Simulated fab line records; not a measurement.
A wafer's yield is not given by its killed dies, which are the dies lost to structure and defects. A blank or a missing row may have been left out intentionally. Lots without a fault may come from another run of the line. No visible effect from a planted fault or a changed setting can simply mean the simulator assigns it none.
Which of the tools did it? + flow n5Finfet + 24 lots (72 wafers sampled), 1 step of a 1938-step route

== WHAT EACH GAUGE READ, for each wafer ==
N5_BEOL_M3_INSPECT_30: inspects for defects (brightfield). Usual: rawDefectCount 397, standard deviation 84.
| lot  | measured     | on               | rawDefectCount | flag |
|------|--------------|------------------|----------------|------|
| L074 | day 7 18:17  | defectInspect-01 | 580 416 553    |      |
| L075 | day 7 21:30  | defectInspect-02 | 499 492 460    |      |
| L077 | day 8 01:32  | defectInspect-01 | 286 246 307    |      |
| L076 | day 8 02:43  | defectInspect-01 | 310 307 373    |      |
| L078 | day 8 07:51  | defectInspect-02 | 488 354 426    |      |
| L079 | day 8 08:58  | defectInspect-01 | 359 322 391    |      |
| L080 | day 8 11:39  | defectInspect-01 | 400 357 313    |      |
| L081 | day 9 01:58  | defectInspect-01 | 427 432 455    |      |
| L083 | day 9 08:45  | defectInspect-02 | 315 399 481    |      |
| L082 | day 9 16:26  | defectInspect-02 | 296 337 385    |      |
| L084 | day 10 14:23 | defectInspect-01 | 398 251 312    |      |
| L085 | day 10 16:16 | defectInspect-01 | 408 378 378    |      |
| L086 | day 10 17:29 | defectInspect-01 | 228 237 195    |      |
| L087 | day 11 01:02 | defectInspect-02 | 403 434 402    |      |
| L089 | day 11 01:56 | defectInspect-02 | 440 387 489    |      |
| L088 | day 11 04:46 | defectInspect-01 | 503 421 422    |      |
| L090 | day 11 04:58 | defectInspect-02 | 304 403 386    |      |
| L092 | day 11 18:45 | defectInspect-02 | 667 605 521    |      |
| L091 | day 11 22:55 | defectInspect-02 | 421 347 375    |      |
| L093 | day 12 02:59 | defectInspect-02 | 382 352 339    |      |
| L094 | day 12 05:26 | defectInspect-01 | 449 388 397    |      |
| L095 | day 12 12:16 | defectInspect-02 | 366 526 507    |      |
| L096 | day 12 21:05 | defectInspect-02 | 434 365 352    |      |
| L097 | day 13 17:32 | defectInspect-02 | 379 493 349    |      |

== EACH LOT AND THE TOOL THAT RAN IT (in order: tool; ch and the chambers of the sampled wafers; start) ==
Before these readings, the record contains no process step.

== AS READ BY THE TOOLS THEMSELVES (means over the sampled wafers that have a number; for cases with no such wafer, the mark the record gives instead) ==
The record holds no such reading with a usual standard deviation.

== THE ANSWER, worked out from the rows above alone ==
Rule: a lot counts as off when the mean over its wafers that have a number is more than 3 standard deviations away from the usual mean. Also off: a lot with no number at a reading for which 4 or more lots have one. All remaining lots with rows at the step are treated as sound. After the gauges, taken in route order, come the tools' own readings; for these a lot's mean is taken, as printed above. At the first step where some lot is off, the reading lying furthest off is the one used; lots without a number count as furthest.
Nothing can be told from this: no lot is off at any reading shown.

== WHAT THE SIMULATOR HAD INSERTED ==
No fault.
